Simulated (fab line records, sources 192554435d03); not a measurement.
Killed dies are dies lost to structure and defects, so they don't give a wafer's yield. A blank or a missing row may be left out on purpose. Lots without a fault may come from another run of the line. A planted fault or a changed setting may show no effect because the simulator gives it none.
Chamber matching | flow n5_finfet | N5_FIN_SAQP_HM_OPEN_73 on rie_diel-02: 4 sister chambers
The step chemistry CHF3/O2, target SiO2, stops on a-Si, target depth 12 nm, time 16.8 s. 18 wafers are shown with their chamber, then 9 later ones without.

WAFERS WITH THEIR CHAMBER
wafer  | chamber | showerhead_plenum_p_Torr (Torr) | throttle_valve_pct (%) | rf_vpp_V (V)
L074.2 | 1       | 2.28                            | 18.78                  | 523
L074.5 | 2       | 2.44                            | 18.63                  | 529
L074.6 | 1       | 2.28                            | 18.77                  | 522
L076.1 | 1       | 2.28                            | 18.78                  | 522
L076.2 | 3       | 2.29                            | 19.15                  | 506
L076.5 | 2       | 2.44                            | 18.62                  | 530
L077.1 | 3       | 2.29                            | 19.14                  | 507
L077.2 | 2       | 2.44                            | 18.62                  | 530
L077.5 | 0       | 2.50                            | 18.47                  | 534
L078.1 | 0       | 2.50                            | 18.47                  | 534
L078.4 | 3       | 2.29                            | 19.15                  | 508
L078.6 | 1       | 2.27                            | 18.78                  | 523
L084.1 | 2       | 2.43                            | 18.65                  | 531
L084.3 | 0       | 2.50                            | 18.49                  | 534
L084.6 | 0       | 2.50                            | 18.48                  | 533
L085.1 | 0       | 2.50                            | 18.49                  | 534
L085.3 | 2       | 2.43                            | 18.65                  | 531
L085.6 | 1       | 2.27                            | 18.81                  | 522

SIGNATURES (means of the wafers above)
reading                  | chamber 0 | chamber 1 | chamber 2 | chamber 3 | scatter within a chamber
showerhead_plenum_p_Torr | 2.5000    | 2.2760    | 2.4360    | 2.2900    | 0.00414
throttle_valve_pct       | 18.4800   | 18.7840   | 18.6340   | 19.1467   | 0.0128
rf_vpp_V                 | 533.80    | 522.40    | 530.20    | 507.00    | 0.697
Rule: a wafer's distance from a chamber is the root of the sum, over the readings, of the square of ((its reading less the chamber's mean) divided by the reading's scatter). The wafer belongs to the nearest chamber; if the next one is less than 2 further off, it can't be placed. The scatter: the root of (the sum of the squares of (reading less its chamber's mean) over the shown wafers, divided by (wafers less chambers)).

WAFERS WITHOUT THEIR CHAMBER
wafer  | showerhead_plenum_p_Torr (Torr) | throttle_valve_pct (%) | rf_vpp_V (V)
L088.1 | 2.49                            | 18.50                  | 535
L088.3 | 2.58                            | 18.82                  | 515
L088.6 | 2.58                            | 18.85                  | 515
L089.1 | 2.43                            | 18.68                  | 531
L089.3 | 2.49                            | 18.51                  | 534
L089.5 | 2.58                            | 18.84                  | 516
L096.2 | 2.42                            | 18.72                  | 531
L096.4 | 2.57                            | 18.88                  | 517
L096.6 | 2.55                            | 18.40                  | 531

WHICH CHAMBER EACH WENT THROUGH
wafer  | from the rows above     | in truth
L088.1 | 0                       | 0
L088.3 | can't be placed: 0 or 2 | 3
L088.6 | can't be placed: 0 or 2 | 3
L089.1 | 2                       | 2
L089.3 | 0                       | 0
L089.5 | can't be placed: 0 or 2 | 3
L096.2 | 2                       | 2
L096.4 | can't be placed: 2 or 0 | 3
L096.6 | 0                       | 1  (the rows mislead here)
Placed correctly: 4 of 9. Can't be placed from these rows: 4 (the true chamber is among the candidates in 0). Placed wrongly: 1.
